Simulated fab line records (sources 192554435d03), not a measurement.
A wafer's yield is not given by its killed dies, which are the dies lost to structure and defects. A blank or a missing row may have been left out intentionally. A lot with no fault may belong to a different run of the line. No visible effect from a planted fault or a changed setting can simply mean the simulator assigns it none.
fab line records -- flow n5-finfet
record lots=7, wafers=39
route steps=1938 shown ZERO_LAYER@11 STI_FIN_REVEAL@190 SDB@373 BEOL_M3@931 BEOL_M8@1348
start-h: hours from the record's first day to the start of the lot's first wafer shown -- wait-h: time in hours since the lot's previous step -- " repeats the value in the row above -- L1.1+2: a row that stands for several wafers -- - no value, or no start given -- * or withheld: withheld -- < > ~ a bound
route shown NAME@n: names a module that has steps shown in the file, with the first one's number in the route -- usual: mean/standard deviation of fault-free wafers -- same: alike in all rows -- chamber/n: place in a boat -- sites: readings site by site -- _std_site: standard deviation of those values -- _edge_site: inner sites' mean taken away from outer sites' mean -- radius-mm: how far each site lies from the wafer's centre -- mask NAME#n: copy n -- behind: tool/chamber where the wafer was last shaped -- hold: the reason the lot was held/the length of the hold in hours/how it ended -- device: the transistor (n, p or np) that didn't switch -- end of line: the tests these same wafers got at the end of their route -- a step without rows: its recipe alone -- killed: not the wafer's yield, but the dies lost to structure and defects at the first sort -- map: the dies of a wafer, with x for killed, . for not killed, _ for no die there
set.NAME: setting as actually run; set.NAME@STEP: the setting as run at that earlier step -- model.NAME: the simulator's own value behind a step, which no gauge read
lots run with intentionally changed settings; tables by step, rows by wafer
## steps
# step N5_ZERO_LAYER_DEVELOP_10
# recipe develop-time-s=60, rinse-liquid=diw, dry=air-spin, dev-temp-c=21
lot.wafer,tool,chamber,start-h,wait-h,set.develop-time-s
L074.1+3+4,litho-track-05,0,-,-,42.23
L074.2+5+6,litho-track-05,0,-,-,60
L075.1+2+6,litho-track-05,0,-,-,60
L075.3+4+5,litho-track-05,0,-,-,85.11
L080.1+2+6,litho-track-02,0,-,-,75.49
L080.3+4+5,litho-track-02,0,-,-,60
L082.1+2+3,litho-track-03,0,-,-,44.71
L082.4+5+6,litho-track-03,0,-,-,60
L083.1+2+3,litho-track-05,0,-,-,60
L083.4+5+6,litho-track-05,0,-,-,82.84
L088.1+2+3+4+5+6,litho-track-05,0,-,-,60
L092.1+3+5,litho-track-02,0,-,-,60
# step N5_ZERO_LAYER_HARDBAKE_23
# recipe temp-c=130, time-s=120
# step N5_ZERO_LAYER_CD_MEAS_11
# recipe target-cd-nm=2000, landing-energy-ev=500, detector=se-inlens
# usual cd-nm=1998.8/1.9
lot.wafer,tool,chamber,start-h,wait-h,set.develop-time-s@ZERO_LAYER_DEVELOP_10,cd-nm
L074.1,cd-sem-01,0,12.64,-,42.23,1990.9
L074.2,cd-sem-01,0,12.64,-,60,1997.9
L074.3,cd-sem-01,0,12.64,-,42.23,1990.6
L074.4,cd-sem-01,0,12.64,-,42.23,1995.0
L074.5,cd-sem-01,0,12.64,-,60,1997.5
L074.6,cd-sem-01,0,12.64,-,60,1998.7
L075.1,cd-sem-03,0,18.65,-,60,1998.6
L075.2,cd-sem-03,0,18.65,-,60,1995.6
L075.3,cd-sem-03,0,18.65,-,85.11,2004.1
L075.4,cd-sem-03,0,18.65,-,85.11,2008.4
L075.5,cd-sem-03,0,18.65,-,85.11,2005.6
L075.6,cd-sem-03,0,18.65,-,60,1998.1
L080.1,cd-sem-02,0,48.77,-,75.49,2006.2
L080.2,cd-sem-02,0,48.77,-,75.49,2003.5
L080.3,cd-sem-02,0,48.77,-,60,1996.3
L080.4,cd-sem-02,0,48.77,-,60,2001.3
L080.5,cd-sem-02,0,48.77,-,60,1998.9
L080.6,cd-sem-02,0,48.77,-,75.49,2006.5
L082.1,cd-sem-02,0,60.65,-,44.71,1992.0
L082.2,cd-sem-02,0,60.65,-,44.71,1995.4
L082.3,cd-sem-02,0,60.65,-,44.71,1992.1
L082.4,cd-sem-02,0,60.65,-,60,1997.6
L082.5,cd-sem-02,0,60.65,-,60,1998.8
L082.6,cd-sem-02,0,60.65,-,60,1998.4
L083.1,cd-sem-01,0,66.64,-,60,1996.8
L083.2,cd-sem-01,0,66.64,-,60,1999.0
L083.3,cd-sem-01,0,66.64,-,60,1994.4
L083.4,cd-sem-01,0,66.64,-,82.84,2005.0
L083.5,cd-sem-01,0,66.64,-,82.84,2002.1
L083.6,cd-sem-01,0,66.64,-,82.84,2003.9
L088.1,cd-sem-02,0,96.64,-,60,2000.8
L088.2,cd-sem-02,0,96.64,-,60,1996.7
L088.3,cd-sem-02,0,96.64,-,60,1997.7
L088.4,cd-sem-02,0,96.64,-,60,1999.1
L088.5,cd-sem-02,0,96.64,-,60,1999.3
L088.6,cd-sem-02,0,96.64,-,60,1998.2
L092.1,cd-sem-01,0,121.70,-,60,1999.6
L092.3,cd-sem-01,0,121.70,-,60,2001.5
L092.5,cd-sem-01,0,121.70,-,60,1997.1
# step N5_STI_FIN_REVEAL_ETCHBACK_08
# recipe chemistry=C4F6/O2, target=SiO2, target-depth-a=305, time-s=10.167, ion-energy-ev=250, pressure-mtorr=30, source-w=345, bias-w=185, Ar_flow_sccm=300, C4F6_flow_sccm=10, O2_flow_sccm=10
lot.wafer,tool,chamber,start-h,wait-h,set.target-depth-a
L074.1+2+4,rie-diel-03,"2,1,3",35.01,0.3,386.6
L074.3+5+6,rie-diel-03,"0,2,1",35.01,0.3,305
L075.1+2+3+4+5+6,rie-diel-03,"0,1,2,3,2,3",41.25,0.3,305
L080.1+2+3+4+5+6,rie-diel-03,"0,3,1,3,0,1",74.83,0.3,305
L082.1+2+6,rie-diel-03,"3,1,3",83.83,0.3,305
L082.3+4+5,rie-diel-03,"0,1,0",83.83,0.3,466.1
L083.1+2+5,rie-diel-03,"3,1,0",88.02,0.2,235.2
L083.3+4+6,rie-diel-03,"0,3,1",88.02,0.2,305
L088.1+3+5,rie-diel-03,"3,0,2",119.66,0.3,174.2
L088.2+4+6,rie-diel-03,"1,2,1",119.66,0.3,305
L092.1+3+5,rie-diel-02,"3,2,2",142.79,0.2,305
# step N5_STI_FIN_REVEAL_STRIP_24
# recipe chemistry=N2/H2, time-s=90, power-w=100, temp-c=40, pressure-mtorr=100, rf-frequency-hz=6e+07, bias-power-w=3, n2-flow-sccm=300, h2-flow-sccm=300
# step N5_STI_FIN_REVEAL_PRECLEAN_25
# recipe chemistry=SPM, time-s=90, temp-c=120, mix=4:1
# step N5_STI_FIN_REVEAL_SRD_23
# recipe dry=ipa-marangoni, time-s=30, temp-c=23, rinse-liquid=diw
# step N5_STI_FIN_REVEAL_FIN_H_MEAS_10
# usual trench-depth-nm=52.0/0.74
lot.wafer,tool,chamber,start-h,wait-h,set.target-depth-a@STI_FIN_REVEAL_ETCHBACK_08,trench-depth-nm
L074.1,ocd-02,-,37.99,0.0,386.6,58.1
L074.2,ocd-02,-,37.99,0.0,386.6,59.7
L074.3,ocd-02,-,37.99,0.0,305,51.9
L074.4,ocd-02,-,37.99,0.0,386.6,61.1
L074.5,ocd-02,-,37.99,0.0,305,50.0
L074.6,ocd-02,-,37.99,0.0,305,50.9
L075.1,ocd-02,-,44.21,0.0,305,52.5
L075.2,ocd-02,-,44.21,0.0,305,52.0
L075.3,ocd-02,-,44.21,0.0,305,51.7
L075.4,ocd-02,-,44.21,0.0,305,52.9
L075.5,ocd-02,-,44.21,0.0,305,51.2
L075.6,ocd-02,-,44.21,0.0,305,52.3
L080.1,ocd-02,-,77.81,0.0,305,52.6
L080.2,ocd-02,-,77.81,0.0,305,52.9
L080.3,ocd-02,-,77.81,0.0,305,52.0
L080.4,ocd-02,-,77.81,0.0,305,52.7
L080.5,ocd-02,-,77.81,0.0,305,53.0
L080.6,ocd-02,-,77.81,0.0,305,51.6
L082.1,ocd-02,-,86.86,0.0,305,51.5
L082.2,ocd-02,-,86.86,0.0,305,50.8
L082.3,ocd-02,-,86.86,0.0,466.1,68.6
L082.4,ocd-02,-,86.86,0.0,466.1,67.5
L082.5,ocd-02,-,86.86,0.0,466.1,68.0
L082.6,ocd-02,-,86.86,0.0,305,52.1
L083.1,ocd-02,-,90.98,0.0,235.2,45.6
L083.2,ocd-02,-,90.98,0.0,235.2,44.8
L083.3,ocd-02,-,90.98,0.0,305,53.3
L083.4,ocd-02,-,90.98,0.0,305,52.5
L083.5,ocd-02,-,90.98,0.0,235.2,44.8
L083.6,ocd-02,-,90.98,0.0,305,51.2
L088.1,ocd-02,-,123.42,0.0,174.2,39.1
L088.2,ocd-02,-,123.42,0.0,305,50.7
L088.3,ocd-02,-,123.42,0.0,174.2,38.7
L088.4,ocd-02,-,123.42,0.0,305,52.3
L088.5,ocd-02,-,123.42,0.0,174.2,38.6
L088.6,ocd-02,-,123.42,0.0,305,50.8
L092.1,ocd-02,-,145.74,0.0,305,52.6
L092.3,ocd-02,-,145.74,0.0,305,52.3
L092.5,ocd-02,-,145.74,0.0,305,52.9
# step N5_SDB_ALD_29
# recipe material=SiNx, target-thk-a=300, temp-c=400, ald-precursor-family=SiH2I2, ald-co-reactant=N2/H2-plasma, pulse-time-s=1, ald-cycles=600, purge-time-s=2, co-reactant-purge-time-s=2, pressure-torr=2
lot.wafer,tool,chamber,start-h,wait-h,set.ald-cycles,model.SiNx_of_SDB_ALD_29.thk-nm
L074.1,ald-sin-04,1,69.30,0.0,600,29.8
L074.2+6,ald-sin-04,0,69.30,0.0,600,30
L074.3+4+5,ald-sin-04,"2,3,3",69.30,0.0,600,30.2
L075.1+6,ald-sin-03,"3,2",75.64,0.0,831,41.4
L075.2+4,ald-sin-03,"0,1",75.64,0.0,600,30
L075.3,ald-sin-03,2,75.64,0.0,831,41.6
L075.5,ald-sin-03,1,76.99,1.4,600,30.2
L080.1+3+6,ald-sin-01,"3,1,3",109.98,0.2,600,30
L080.2+4,ald-sin-01,"2,0",109.98,0.2,247,12.4
L080.5,ald-sin-01,0,111.34,1.6,247,12.2
L082.1+2+3+6,ald-sin-01,"2,3,1,3",116.46,0.0,600,30.2
L082.4+5,ald-sin-01,0,116.46,0.0,600,30.4
L083.1,ald-sin-01,0,123.08,0.3,600,30.2
L083.2+4,ald-sin-01,"1,3",123.08,0.3,470,23.6
L083.3,ald-sin-01,2,123.08,0.3,470,23.8
L083.5+6,ald-sin-01,"3,2",124.43,1.6,600,30
L088.1,ald-sin-03,3,153.69,0.0,600,29.4
L088.2,ald-sin-03,1,153.69,0.0,600,30
L088.3+5+6,ald-sin-03,"0,1,0",153.69,0.0,410,20.4
L088.4,ald-sin-03,2,153.69,0.0,600,29.8
L092.1+5,ald-sin-03,"1,0",175.35,0.2,600,30
L092.3,ald-sin-03,2,175.35,0.2,600,29.8
# step N5_SDB_CMP_30
# recipe stop-on=poly-Si, t-overpolish-s=1.54, post-cmp-clean=alkaline-brush, down-force-psi=4.1491, platen-rpm=51.796, pad-velocity-m-s=1.0306, target-thk-nm=30
lot.wafer,tool,chamber,start-h,wait-h,set.ald-cycles@SDB_ALD_29,model.SiNx_of_SDB_ALD_29.thk-nm
L074.2+6,cmp-01,2,72.13,1.5,600,30
L074.4+3+5,cmp-01,"3,0,3",72.13,1.5,600,30.2
L074.1,cmp-01,1,72.13,1.5,600,29.8
L075.3+6,cmp-01,"1,2",78.55,1.6,831,31.8
L075.4+2,cmp-01,"2,3",78.55,1.6,600,30
L075.1,cmp-01,0,78.55,1.6,831,29.8
L075.5,cmp-01,1,78.55,1.6,600,30.2
L080.4+2,cmp-01,"3,2",112.72,1.4,247,12.4
L080.3+1+6,cmp-01,"0,1,0",112.72,1.4,600,30
L080.5,cmp-01,3,112.72,1.4,247,12.2
L082.3+1+2+6,cmp-04,"1,2,0,2",119.20,1.4,600,30.2
L082.4+5,cmp-04,"3,1",119.20,1.4,600,30.4
L083.4+2,cmp-03,"0,1",125.81,1.4,470,23.6
L083.1,cmp-03,2,125.81,1.4,600,30.2
L083.3,cmp-03,3,125.81,1.4,470,23.8
L083.5+6,cmp-03,"0,1",125.81,1.4,600,30
L088.4,cmp-03,1,156.43,1.4,600,29.8
L088.2,cmp-03,2,156.43,1.4,600,30
L088.1,cmp-03,3,156.43,1.4,600,29.4
L088.3+5+6,cmp-03,"0,1,2",156.43,1.4,410,20.4
L092.3,cmp-01,1,178.12,1.4,600,29.8
L092.1+5,cmp-01,"3,0",178.12,1.4,600,30
# step N5_BEOL_M3_ILD_DEP_00
# recipe material=SiOC, target-thk-a=790, temp-c=350, precursor=DEMS/O2, pressure-torr=5, rf-w=500, time-s=15.3
lot.wafer,tool,chamber,start-h,wait-h,set.time-s,model.SiOC_of_BEOL_M3_ILD_DEP_00.thk-nm
L074.1,pecvd-01,1,144.93,0.0,22.54,114.6
L074.2,pecvd-01,0,144.93,0.0,22.54,113
L074.3,pecvd-01,2,144.93,0.0,22.54,114.8
L074.4,pecvd-01,1,144.93,0.0,15.3,79
L074.5,pecvd-01,2,144.93,0.0,15.3,79.4
L074.6,pecvd-01,0,144.93,0.0,15.3,78
L075.1,pecvd-02,1,149.89,0.0,15.3,79
L075.2,pecvd-02,0,149.89,0.0,7.562,37.2
L075.3,pecvd-02,0,149.89,0.0,15.3,79.2
L075.4,pecvd-02,1,149.89,0.0,15.3,80.4
L075.5,pecvd-02,1,149.89,0.0,7.562,40.4
L075.6,pecvd-02,0,149.89,0.0,7.562,38
L080.1,pecvd-02,0,203.13,0.0,15.3,77.2
L080.2,pecvd-02,1,203.13,0.0,15.3,78
L080.3,pecvd-02,2,203.13,0.0,15.3,78.4
L080.4,pecvd-02,1,203.13,0.0,15.3,80
L080.5+6,pecvd-02,"2,0",203.13,0.0,15.3,78.2
L082.1+2,pecvd-01,"1,0",203.57,0.0,15.3,77.6
L082.3+5+6,pecvd-01,"0,0,1",203.57,0.0,9.431,48.6
L082.4,pecvd-01,1,203.57,0.0,15.3,78.4
L083.1,pecvd-02,2,210.47,0.0,15.3,77
L083.2,pecvd-02,0,210.47,0.0,15.3,76.4
L083.3,pecvd-02,1,210.47,0.0,15.3,77.2
L083.4,pecvd-02,1,210.47,0.0,15.3,79
L083.5,pecvd-02,0,210.47,0.0,15.3,77.6
L083.6,pecvd-02,2,210.47,0.0,15.3,78.6
L088.1,pecvd-04,2,233.60,0.0,15.3,78.8
L088.2,pecvd-04,1,233.60,0.0,15.3,78.2
L088.3,pecvd-04,0,233.60,0.0,21.48,110.6
L088.4,pecvd-04,2,233.60,0.0,21.48,110.8
L088.5,pecvd-04,1,233.60,0.0,15.3,79
L088.6,pecvd-04,0,233.60,0.0,21.48,111.2
L092.1,pecvd-01,1,253.87,0.0,15.3,78
L092.3,pecvd-01,0,253.87,0.0,15.3,77
L092.5,pecvd-01,0,253.87,0.0,15.3,79
# step N5_BEOL_M3_THK_MEAS_01
# recipe reads=SiOC_of_BEOL_M3_ILD_DEP_00
# usual M3_ILD_THK=78.8/1
lot.wafer,tool,chamber,start-h,wait-h,set.time-s@BEOL_M3_ILD_DEP_00,M3_ILD_THK[nm]
L074.1,film-metro-01,-,144.99,0.0,22.54,114.7
L074.2,film-metro-01,-,144.99,0.0,22.54,113.0
L074.3,film-metro-01,-,144.99,0.0,22.54,114.8
L074.4,film-metro-01,-,144.99,0.0,15.3,79.1
L074.5,film-metro-01,-,144.99,0.0,15.3,79.5
L074.6,film-metro-01,-,144.99,0.0,15.3,77.9
L075.1,film-metro-01,-,149.98,0.1,15.3,79.0
L075.2,film-metro-01,-,149.98,0.1,7.562,37.2
L075.3,film-metro-01,-,149.98,0.1,15.3,79.2
L075.4,film-metro-01,-,149.98,0.1,15.3,80.3
L075.5,film-metro-01,-,149.98,0.1,7.562,40.4
L075.6,film-metro-01,-,149.98,0.1,7.562,38.0
L080.1,film-metro-02,-,203.20,0.0,15.3,77.3
L080.2,film-metro-02,-,203.20,0.0,15.3,77.9
L080.3,film-metro-02,-,203.20,0.0,15.3,78.4
L080.4,film-metro-02,-,203.20,0.0,15.3,80.1
L080.5,film-metro-02,-,203.20,0.0,15.3,78.3
L080.6,film-metro-02,-,203.20,0.0,15.3,78.3
L082.1,film-metro-01,-,203.67,0.1,15.3,77.5
L082.2,film-metro-01,-,203.67,0.1,15.3,77.7
L082.3,film-metro-01,-,203.67,0.1,9.431,48.6
L082.4,film-metro-01,-,203.67,0.1,15.3,78.4
L082.5,film-metro-01,-,203.67,0.1,9.431,48.6
L082.6,film-metro-01,-,203.67,0.1,9.431,48.6
L083.1,film-metro-02,-,210.54,0.0,15.3,76.9
L083.2,film-metro-02,-,210.54,0.0,15.3,76.3
L083.3,film-metro-02,-,210.54,0.0,15.3,77.3
L083.4,film-metro-02,-,210.54,0.0,15.3,78.9
L083.5,film-metro-02,-,210.54,0.0,15.3,77.7
L083.6,film-metro-02,-,210.54,0.0,15.3,78.7
L088.1,film-metro-02,-,233.67,0.0,15.3,78.8
L088.2,film-metro-02,-,233.67,0.0,15.3,78.3
L088.3,film-metro-02,-,233.67,0.0,21.48,110.6
L088.4,film-metro-02,-,233.67,0.0,21.48,110.8
L088.5,film-metro-02,-,233.67,0.0,15.3,79.0
L088.6,film-metro-02,-,233.67,0.0,21.48,111.2
L092.1,film-metro-01,-,253.94,0.0,15.3,78.0
L092.3,film-metro-01,-,253.94,0.0,15.3,76.9
L092.5,film-metro-01,-,253.94,0.0,15.3,79.1
# step N5_BEOL_M8_DESCUM_16
# recipe chemistry=O2, time-s=7.9, source-power-w=50, bias-power-w=20, pressure-mtorr=20, rf-frequency-hz=2.712e+07, temp-c=40, resist=CAR-ArF, o2-flow-sccm=225
lot.wafer,tool,chamber,start-h,wait-h,set.time-s,model.CAR-ArF_of_BEOL_M8_COAT_05.thk-nm
L074.1+4,rie-diel-02,"0,2",210.92,0.1,3.391,86.2
L074.2+5,rie-diel-02,"1,0",210.92,0.1,7.9,83.4
L074.3,rie-diel-02,3,210.92,0.1,7.9,83.6
L074.6,rie-diel-02,3,210.92,0.1,3.391,86.4
L075.1+2,rie-diel-03,"2,3",217.00,0.2,5.126,85.2
L075.3,rie-diel-03,0,217.00,0.2,5.126,85
L075.4+5+6,rie-diel-03,"1,2,1",217.00,0.2,7.9,83.6
L080.1+2+6,rie-diel-06,"1,2,0",258.56,0.0,7.9,83
L080.3,rie-diel-06,0,258.56,0.0,3.824,85.2
L080.4+5,rie-diel-06,"3,1",258.56,0.0,3.824,85.8
L082.1+5+6,rie-diel-06,"1,1,0",258.83,0.0,9.406,83.2
L082.2+4,rie-diel-06,"3,0",258.83,0.0,7.9,84.2
L082.3,rie-diel-06,2,258.83,0.0,7.9,84.4
L083.1+5,rie-diel-02,"2,0",274.84,0.0,7.9,83.4
L083.2+3+6,rie-diel-02,"1,3,3",274.84,0.0,7.9,83.8
L083.4,rie-diel-02,0,274.84,0.0,7.9,83.6
L088.1+3,rie-diel-03,"2,1",287.96,0.0,3.721,86
L088.2+4,rie-diel-03,"0,3",287.96,0.0,7.9,83.2
L088.5,rie-diel-03,0,287.96,0.0,3.721,85.8
L088.6,rie-diel-03,1,287.96,0.0,7.9,83.6
L092.1,rie-diel-06,0,318.96,0.0,7.9,83.8
L092.3+5,rie-diel-06,1,318.96,0.0,7.9,83.6
# step N5_BEOL_M8_ETCH_61
# recipe chemistry=CF4, target=SiARC, target-depth-a=455, mask-material=CAR-ArF, time-s=75.8, ion-energy-ev=80, pressure-mtorr=40, source-w=545, bias-w=36, Ar_flow_sccm=100, cf4-flow-sccm=100, ends=cleared
lot.wafer,tool,chamber,start-h,wait-h,set.time-s@BEOL_M8_DESCUM_16,model.CAR-ArF_of_BEOL_M8_COAT_05.thk-nm
L074.1+4,rie-diel-02,"0,2",210.95,0.0,3.391,53.8
L074.2+5,rie-diel-02,"1,0",210.95,0.0,7.9,51
L074.3,rie-diel-02,3,210.95,0.0,7.9,51.2
L074.6,rie-diel-02,3,210.95,0.0,3.391,54
L075.1+3,rie-diel-03,"2,0",217.04,0.0,5.126,52.4
L075.2,rie-diel-03,3,217.04,0.0,5.126,52.6
L075.4+5,rie-diel-03,"1,2",217.04,0.0,7.9,51
L075.6,rie-diel-03,1,217.04,0.0,7.9,51.2
L080.1+2+6,rie-diel-06,"1,2,0",258.59,0.0,7.9,50.4
L080.3,rie-diel-06,0,258.59,0.0,3.824,52.6
L080.4,rie-diel-06,3,258.59,0.0,3.824,53.4
L080.5,rie-diel-06,1,258.59,0.0,3.824,53.2
L082.1+6,rie-diel-06,"1,0",258.87,0.0,9.406,50.6
L082.2+4,rie-diel-06,"3,0",258.87,0.0,7.9,51.6
L082.3,rie-diel-06,2,258.87,0.0,7.9,51.8
L082.5,rie-diel-06,1,258.87,0.0,9.406,50.8
L083.1+5,rie-diel-02,"2,0",274.87,0.0,7.9,50.8
L083.2+4+6,rie-diel-02,"1,0,3",274.87,0.0,7.9,51.2
L083.3,rie-diel-02,3,274.87,0.0,7.9,51
L088.1+3,rie-diel-03,"2,1",288.00,0.0,3.721,53.2
L088.2,rie-diel-03,0,288.00,0.0,7.9,50.6
L088.4,rie-diel-03,3,288.00,0.0,7.9,50.4
L088.5,rie-diel-03,0,288.00,0.0,3.721,53
L088.6,rie-diel-03,1,288.00,0.0,7.9,50.8
L092.1+3,rie-diel-06,"0,1",318.99,0.0,7.9,51.2
L092.5,rie-diel-06,1,318.99,0.0,7.9,51
## key
split step=N5_ZERO_LAYER_DEVELOP_10, setting=develop-time-s, stated=60, by=wafer
response step=N5_ZERO_LAYER_CD_MEAS_11, reading=cd-nm, change=+0.203, per=1%, r=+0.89
split step=N5_STI_FIN_REVEAL_ETCHBACK_08, setting=target-depth-a, stated=305, by=wafer
response step=N5_STI_FIN_REVEAL_FIN_H_MEAS_10, reading=trench-depth-nm, change=+0.307, per=1%, r=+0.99
split step=N5_SDB_ALD_29, setting=ald-cycles, stated=600, by=wafer
response step=N5_SDB_ALD_29, reading=model.SiNx_of_SDB_ALD_29.thk-nm, change=+0.298, per=1%, r=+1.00
response step=N5_SDB_CMP_30, reading=model.SiNx_of_SDB_ALD_29.thk-nm, shape=bent, at-lowest=12.33, at-stated=30.05, at-highest=31.13
split step=N5_BEOL_M3_ILD_DEP_00, setting=time-s, stated=15.3, by=wafer
response step=N5_BEOL_M3_ILD_DEP_00, reading=model.SiOC_of_BEOL_M3_ILD_DEP_00.thk-nm, change=+0.781, per=1%, r=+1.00
response step=N5_BEOL_M3_THK_MEAS_01, reading=M3_ILD_THK, change=+0.781, per=1%, r=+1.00
split step=N5_BEOL_M8_DESCUM_16, setting=time-s, stated=7.9, by=wafer
response step=N5_BEOL_M8_DESCUM_16, reading=model.CAR-ArF_of_BEOL_M8_COAT_05.thk-nm, change=-0.049, per=1%, r=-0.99
response step=N5_BEOL_M8_ETCH_61, reading=model.CAR-ArF_of_BEOL_M8_COAT_05.thk-nm, change=-0.0484, per=1%, r=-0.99
